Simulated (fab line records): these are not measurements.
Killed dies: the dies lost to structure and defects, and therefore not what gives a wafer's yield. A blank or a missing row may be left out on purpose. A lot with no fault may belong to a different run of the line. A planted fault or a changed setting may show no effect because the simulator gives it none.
The tool behind it: which one? || flow nand harc || 14 lots with 42 wafers sampled at 5 steps, on a route of 1302 steps

WHAT THE GAUGES SHOWED, per wafer
NHARC_THIN_TSV_CD_MEAS_12: the cd target is 1000 nm.
{"lot": "L619", "measured": "day 24 10:27", "on": "cd sem-02", "cd nm (nm)": "1003.4 1001.1 1000.4"}
{"lot": "L622", "measured": "day 25 11:06", "on": "cd sem-03", "cd nm (nm)": "999.7 996.9 998.8"}
{"lot": "L623", "measured": "day 28 09:26", "on": "cd sem-02", "cd nm (nm)": "1002.1 999.2 999.2"}
{"lot": "L627", "measured": "day 27 22:07", "on": "cd sem-02", "cd nm (nm)": "997.0 996.7 1000.1"}
{"lot": "L628", "measured": "day 30 01:22", "on": "cd sem-03", "cd nm (nm)": "998.0 1000.3 997.7"}
{"lot": "L625", "measured": "day 29 03:19", "on": "cd sem-01", "cd nm (nm)": "1003.1 1000.7 1000.0"}
{"lot": "L624", "measured": "day 30 05:39", "on": "cd sem-01", "cd nm (nm)": "997.0 996.1 999.0"}
{"lot": "L632", "measured": "day 30 13:10", "on": "cd sem-02", "cd nm (nm)": "999.1 998.7 1002.3"}
{"lot": "L634", "measured": "day 30 19:21", "on": "cd sem-02", "cd nm (nm)": "999.2 996.3 998.7"}
{"lot": "L635", "measured": "day 30 18:01", "on": "cd sem-01", "cd nm (nm)": "997.3 1001.8 997.5"}
{"lot": "L636", "measured": "day 30 23:26", "on": "cd sem-03", "cd nm (nm)": "998.5 996.3 998.4"}
{"lot": "L639", "measured": "day 32 04:20", "on": "cd sem-02", "cd nm (nm)": "1000.8 1003.1 999.9"}
{"lot": "L640", "measured": "day 33 07:45", "on": "cd sem-03", "cd nm (nm)": "1001.0 999.9 1000.3"}
{"lot": "L642", "measured": "day 35 03:21", "on": "cd sem-01", "cd nm (nm)": "997.7 999.4 1003.3"}

NHARC_END_SORT_01.
{"lot": "L624", "measured": "day 31 00:22", "on": "prober-02", "killed at array": "48 106 108", "killed at other": "1 1 1", "killed at periphery": "6 2 1", "killed dies": "55 109 110", "killed open": "2 2 0", "killed short": "3 0 0"}
{"lot": "L632", "measured": "day 31 08:12", "on": "prober-02", "killed at array": "119 43 113", "killed at other": "0 1 0", "killed at periphery": "6 2 3", "killed dies": "125 46 116", "killed open": "4 3 2", "killed short": "2 1 1"}
{"lot": "L635", "measured": "day 31 16:09", "on": "prober-01", "killed at array": "47 114 124", "killed at other": "3 0 1", "killed at periphery": "6 4 5", "killed dies": "56 118 130", "killed open": "3 4 2", "killed short": "6 2 2"}

TOOL THAT RAN EACH LOT (tool first, then ch and the chambers of the sampled wafers, then the start)
{"lot": "L619", "NHARC_A_STAIRCASE_DEP_322": "pecvd-03 ch 0,1, day 18 19:19", "NHARC_THIN_TSV_DEGAS_53": "pvd sputter-02, day 24 15:14", "NHARC_THIN_TSV_PRE_CLEAN_54": "pvd sputter-02, day 24 15:19"}
{"lot": "L622", "NHARC_A_STAIRCASE_DEP_322": "pecvd-01 ch 0,1,2, day 19 16:22", "NHARC_THIN_TSV_DEGAS_53": "pvd sputter-03, day 25 15:55", "NHARC_THIN_TSV_PRE_CLEAN_54": "pvd sputter-03, day 25 16:02"}
{"lot": "L623", "NHARC_A_STAIRCASE_DEP_322": "pecvd-03 ch 1,2, day 22 02:04", "NHARC_THIN_TSV_DEGAS_53": "pvd sputter-03, day 28 14:14", "NHARC_THIN_TSV_PRE_CLEAN_54": "pvd sputter-03, day 28 14:18"}
{"lot": "L627", "NHARC_A_STAIRCASE_DEP_322": "pecvd-02 ch 0,1, day 22 02:12", "NHARC_THIN_TSV_DEGAS_53": "pvd sputter-01, day 28 02:53", "NHARC_THIN_TSV_PRE_CLEAN_54": "pvd sputter-01, day 28 02:56"}
{"lot": "L628", "NHARC_A_STAIRCASE_DEP_322": "pecvd-03 ch 1,2, day 22 22:38", "NHARC_THIN_TSV_DEGAS_53": "pvd sputter-02, day 30 06:25", "NHARC_THIN_TSV_PRE_CLEAN_54": "pvd sputter-02, day 30 06:29"}
{"lot": "L625", "NHARC_A_STAIRCASE_DEP_322": "pecvd-02 ch 1,2, day 22 22:58", "NHARC_THIN_TSV_DEGAS_53": "pvd sputter-01, day 29 08:03", "NHARC_THIN_TSV_PRE_CLEAN_54": "pvd sputter-01, day 29 08:07"}
{"lot": "L624", "NHARC_A_STAIRCASE_DEP_322": "pecvd-03 ch 0,2, day 23 17:52", "NHARC_THIN_TSV_DEGAS_53": "pvd sputter-02, day 30 11:17", "NHARC_THIN_TSV_PRE_CLEAN_54": "pvd sputter-02, day 30 11:22"}
{"lot": "L632", "NHARC_A_STAIRCASE_DEP_322": "pecvd-03 ch 0,2, day 23 18:26", "NHARC_THIN_TSV_DEGAS_53": "pvd sputter-01, day 30 18:01", "NHARC_THIN_TSV_PRE_CLEAN_54": "pvd sputter-01, day 30 18:04"}
{"lot": "L634", "NHARC_A_STAIRCASE_DEP_322": "pecvd-01 ch 0,2, day 24 05:47", "NHARC_THIN_TSV_DEGAS_53": "pvd sputter-02, day 31 00:17", "NHARC_THIN_TSV_PRE_CLEAN_54": "pvd sputter-02, day 31 00:21"}
{"lot": "L635", "NHARC_A_STAIRCASE_DEP_322": "pecvd-03 ch 0,2, day 24 14:16", "NHARC_THIN_TSV_DEGAS_53": "pvd sputter-03, day 30 22:52", "NHARC_THIN_TSV_PRE_CLEAN_54": "pvd sputter-03, day 30 22:56"}
{"lot": "L636", "NHARC_A_STAIRCASE_DEP_322": "pecvd-02 ch 1,2, day 24 14:22", "NHARC_THIN_TSV_DEGAS_53": "pvd sputter-03, day 31 04:26", "NHARC_THIN_TSV_PRE_CLEAN_54": "pvd sputter-03, day 31 04:29"}
{"lot": "L639", "NHARC_A_STAIRCASE_DEP_322": "pecvd-01 ch 0,1,2, day 25 22:55", "NHARC_THIN_TSV_DEGAS_53": "pvd sputter-02, day 32 09:04", "NHARC_THIN_TSV_PRE_CLEAN_54": "pvd sputter-02, day 32 09:09"}
{"lot": "L640", "NHARC_A_STAIRCASE_DEP_322": "pecvd-02 ch 0,2, day 27 12:01", "NHARC_THIN_TSV_DEGAS_53": "pvd sputter-02, day 33 12:29", "NHARC_THIN_TSV_PRE_CLEAN_54": "pvd sputter-02, day 33 12:33"}
{"lot": "L642", "NHARC_A_STAIRCASE_DEP_322": "pecvd-02 ch 0,1, day 29 07:57", "NHARC_THIN_TSV_DEGAS_53": "pvd sputter-03, day 35 08:13", "NHARC_THIN_TSV_PRE_CLEAN_54": "pvd sputter-03, day 35 08:19"}
- NHARC_A_STAIRCASE_DEP_322: deposits SiO2, target thk 7200 nm.
- NHARC_THIN_TSV_DEGAS_53: time 60 s.
- NHARC_THIN_TSV_PRE_CLEAN_54: time 30 s.

AS READ BY THE TOOLS THEMSELVES (means over the sampled wafers that have a number; for cases with no such wafer, the mark the record gives instead)
NHARC_A_STAIRCASE_DEP_322.
{"lot": "L619", "tool": "pecvd-03", "heater power w (W)": 673}
{"lot": "L622", "tool": "pecvd-01", "heater power w (W)": 595}
{"lot": "L623", "tool": "pecvd-03", "heater power w (W)": 692}
{"lot": "L627", "tool": "pecvd-02", "heater power w (W)": 686}
{"lot": "L628", "tool": "pecvd-03", "heater power w (W)": 719}
{"lot": "L625", "tool": "pecvd-02", "heater power w (W)": 651}
{"lot": "L624", "tool": "pecvd-03", "heater power w (W)": 697}
{"lot": "L632", "tool": "pecvd-03", "heater power w (W)": 694}
{"lot": "L634", "tool": "pecvd-01", "heater power w (W)": 648}
{"lot": "L635", "tool": "pecvd-03", "heater power w (W)": 736}
{"lot": "L636", "tool": "pecvd-02", "heater power w (W)": 650}
{"lot": "L639", "tool": "pecvd-01", "heater power w (W)": 679}
{"lot": "L640", "tool": "pecvd-02", "heater power w (W)": 619}
{"lot": "L642", "tool": "pecvd-02", "heater power w (W)": 647}

NHARC_THIN_TSV_DEGAS_53.
{"lot": "L619", "tool": "pvd sputter-02", "heater power w (W)": 457}
{"lot": "L622", "tool": "pvd sputter-03", "heater power w (W)": 493}
{"lot": "L623", "tool": "pvd sputter-03", "heater power w (W)": 513}
{"lot": "L627", "tool": "pvd sputter-01", "heater power w (W)": 510}
{"lot": "L628", "tool": "pvd sputter-02", "heater power w (W)": 438}
{"lot": "L625", "tool": "pvd sputter-01", "heater power w (W)": 493}
{"lot": "L624", "tool": "pvd sputter-02", "heater power w (W)": 454}
{"lot": "L632", "tool": "pvd sputter-01", "heater power w (W)": 507}
{"lot": "L634", "tool": "pvd sputter-02", "heater power w (W)": 448}
{"lot": "L635", "tool": "pvd sputter-03", "heater power w (W)": 496}
{"lot": "L636", "tool": "pvd sputter-03", "heater power w (W)": 488}
{"lot": "L639", "tool": "pvd sputter-02", "heater power w (W)": 451}
{"lot": "L640", "tool": "pvd sputter-02", "heater power w (W)": 474}
{"lot": "L642", "tool": "pvd sputter-03", "heater power w (W)": 476}

NHARC_THIN_TSV_PRE_CLEAN_54.
{"lot": "L619", "tool": "pvd sputter-02", "heater power w (W)": 395}
{"lot": "L622", "tool": "pvd sputter-03", "heater power w (W)": 451}
{"lot": "L623", "tool": "pvd sputter-03", "heater power w (W)": 478}
{"lot": "L627", "tool": "pvd sputter-01", "heater power w (W)": 461}
{"lot": "L628", "tool": "pvd sputter-02", "heater power w (W)": 394}
{"lot": "L625", "tool": "pvd sputter-01", "heater power w (W)": 455}
{"lot": "L624", "tool": "pvd sputter-02", "heater power w (W)": 390}
{"lot": "L632", "tool": "pvd sputter-01", "heater power w (W)": 437}
{"lot": "L634", "tool": "pvd sputter-02", "heater power w (W)": 391}
{"lot": "L635", "tool": "pvd sputter-03", "heater power w (W)": 440}
{"lot": "L636", "tool": "pvd sputter-03", "heater power w (W)": 467}
{"lot": "L639", "tool": "pvd sputter-02", "heater power w (W)": 392}
{"lot": "L640", "tool": "pvd sputter-02", "heater power w (W)": 373}
{"lot": "L642", "tool": "pvd sputter-03", "heater power w (W)": 437}

THE ANSWER, worked out from the rows above alone
Rule: the usual values come from the lots themselves. The widest of any qualifying gaps counts: lots, ordered by their means at a reading, are off when they make up no more than a third of the lots, leave a main group of 4 or more, and stand apart from it by 3 or more times the standard deviation of that group's means. If all means in a main group match to the digits the tables above print for the reading, that group is not used. Also off: a lot with no number at a reading for which 4 or more lots have one. The other lots that the step has rows for count as sound. First the gauges in route order, then the tools' own readings, where a lot's mean is used as printed above. The first step at which some lot is off is used, and at that step the reading that is off furthest; a lot without a number counts as furthest.
No lot is off on any of the readings shown, so nothing can be concluded from this.

WHAT THE SIMULATOR PUT IN
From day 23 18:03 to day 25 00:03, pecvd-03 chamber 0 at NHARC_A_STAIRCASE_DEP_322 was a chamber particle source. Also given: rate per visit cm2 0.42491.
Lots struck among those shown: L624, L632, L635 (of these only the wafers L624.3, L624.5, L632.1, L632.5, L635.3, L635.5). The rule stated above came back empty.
